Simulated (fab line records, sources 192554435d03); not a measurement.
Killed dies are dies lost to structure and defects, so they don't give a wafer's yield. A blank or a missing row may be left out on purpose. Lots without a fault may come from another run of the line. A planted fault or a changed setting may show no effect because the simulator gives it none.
A struck lot beside a sound one | flow n5_finfet | 27 steps out of a route of 1938
Sound: wafers L151.1, L151.3, L151.4. Struck: wafers L167.4, L167.5, L167.6. The cause comes at the end.
At each step with rows: each side's tool, then ch and its chambers, then its first start. Under that, the readings that differ: sound wafers | struck wafers | difference of the means | sigmas: that difference in standard deviations of wafers without a fault.
alike: readings whose means differ by less than 2 such deviations, and words and numbers that are the same on both sides. not compared: withheld readings, readings that some wafer has no value for, bounds like >300 that may hide the same value, and numbers for which the record gives no deviation and whose values overlap.
The two part at a step that has a row with sigmas, a row that says differs or no value, or rows on one side only. Numbers that don't overlap but have no deviation are shown without sigmas and don't part them. A reading that every wafer of one side lacks parts them only if that side has two wafers or more.

first, 10 steps without rows for these wafers: N5_DUMMY_GATE_STRIP_48 (strips in N2/H2, time 20 s); N5_DUMMY_GATE_PRECLEAN_33 (cleans in dHF, time 10 s); N5_DUMMY_GATE_PRECLEAN_25 (cleans in O3/DIW, time 45 s); N5_DUMMY_GATE_PRECLEAN_51 (cleans in SC2, time 45 s); N5_DUMMY_GATE_SRD_26 (time 30 s); N5_DUMMY_GATE_UV_OZONE_45 (time 120 s); N5_SPACER0_ALD_07 (deposits SiNx, target thk 2 nm); N5_SPACER0_ALD_00 (deposits SiOCN, target thk 3.5 nm, pulse time 3 s, purge time 2 s); N5_SPACER0_ALD_08 (deposits SiNx, target thk 2 nm); N5_SD_EPI_N_COAT_32 (time 60 s, resist thk 350 nm).
N5_SD_EPI_N_COAT_33: time 60 s, resist thk 35 nm.
  sound on litho_track-04 ch 0, day 3 13:48; struck on litho_track-01 ch 0, day 8 00:05
  reading                                     | sound                | struck               | difference | sigmas
  spin_speed_rpm (rpm)                        | 1499.1 1500.3 1500.2 | 1307.4 1306.0 1306.6 | -193.2     | -99 or more
  model.SiARC_of_SD_EPI_N_COAT_33.thk_nm (nm) | 34.8 34.8 34.8       | 37.6 37.6 37.6       | +2.8       |
then, 7 steps without rows for these wafers: N5_SD_EPI_N_COAT_03 (resist thk 150 nm); N5_SD_EPI_N_EBR_05; N5_SD_EPI_N_SOFTBAKE_04 (time 60 s); N5_SD_EPI_N_EXPOSE_06 (exposes mask SD N BLK, target cd 120 nm); N5_SD_EPI_N_PEB_07 (peb time 60 s); N5_SD_EPI_N_DEVELOP_08 (develop time 30 s); N5_SD_EPI_N_DESCUM_14 (chemistry O2, time 7.9 s).
N5_SD_EPI_N_ETCH_34: etches SiARC in CF4, target depth 45.5 nm, time 75.8 s.
  sound on rie_diel-02 ch 0,2,3, day 3 14:22; struck on rie_diel-02 ch 0,3, day 8 00:45
  reading                                             | sound             | struck            | difference | sigmas
  etch_rf_on_time_s (s)                               | 76.0 76.5 74.8    | 81.5 81.0 82.1    | +5.8       | +5
  model.etch.depth_nm (nm)                            | 34.8 34.87 34.82  | 37.52 37.61 37.52 | +2.72      |
  model.CAR-ArF-block_of_SD_EPI_N_COAT_03.thk_nm (nm) | 111.2 111.4 111.4 | 108.4 108 108.4   | -3.1       |
  alike: drypump_motor_current_A, oes_product_au, rf_vpp_V, showerhead_plenum_p_Torr, throttle_valve_pct
  not compared: rf_hours_counter_h
then, 4 steps without rows for these wafers: N5_SD_EPI_N_ETCH_35 (etches SOC in N2/H2, overetch 108 nm, time 486 s); N5_SD_EPI_N_STRIP_36 (strips in N2/H2); N5_SD_EPI_N_ETCHBACK_44 (etches SiNx in CH3F/O2, stops on SiO2, target depth 14.5 nm); N5_SD_EPI_N_ETCH_45 (etches SiOCN in CH3F/O2, target depth 6 nm).
N5_SD_EPI_N_ETCH_16: etches SiO2 in CHF3/O2, target depth 5 nm.
  sound on rie_diel-02 ch 0,2,3, day 3 14:57; struck on rie_diel-02 ch 0,3, day 8 01:20
  reading                                     | sound          | struck       | difference | sigmas
  model.SiARC_of_SD_EPI_N_COAT_33.thk_nm (nm) | 12.2 12.4 12.6 | 15 14.6 15.2 | +3         |
  alike: drypump_motor_current_A, oes_product_au, rf_vpp_V, showerhead_plenum_p_Torr, throttle_valve_pct
  not compared: rf_hours_counter_h
then, 1 step without rows for these wafers: N5_SD_EPI_N_STRIP_47 (strips in CHF3/O2).
-- the record jumps here: 5 days lie between the struck wafers' starts before and after (it left off in module SD_EPI_N and takes up again in module BEOL_M4, whose first step shown is number 1111 of the route) --
N5_BEOL_M4_RC_MEAS_101:
  sound on prober-01 ch 0, day 8 02:11; struck on prober-01 ch 0, day 12 17:43
  reading   | sound          | struck         | difference | sigmas
  VT_P (mV) | -257 -254 -252 | -245 -247 -248 | +8         | +2
  alike: DIBL_N, DIBL_P, IOFF_N, IOFF_P, ION_N, ION_P, SS_N, SS_P, VT_N
N5_PASSIVATION_PROBE_49:
  the record has rows for the sound wafers here (prober-02, day 12 18:04) and none for the struck ones

WHERE THEY PART
First at N5_SD_EPI_N_COAT_33; last, within this record, at N5_PASSIVATION_PROBE_49.

WHY: what the simulator had put in
Process parameter drift: litho_track-01, from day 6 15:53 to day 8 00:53, at N5_SD_EPI_N_COAT_33. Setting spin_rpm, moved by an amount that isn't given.
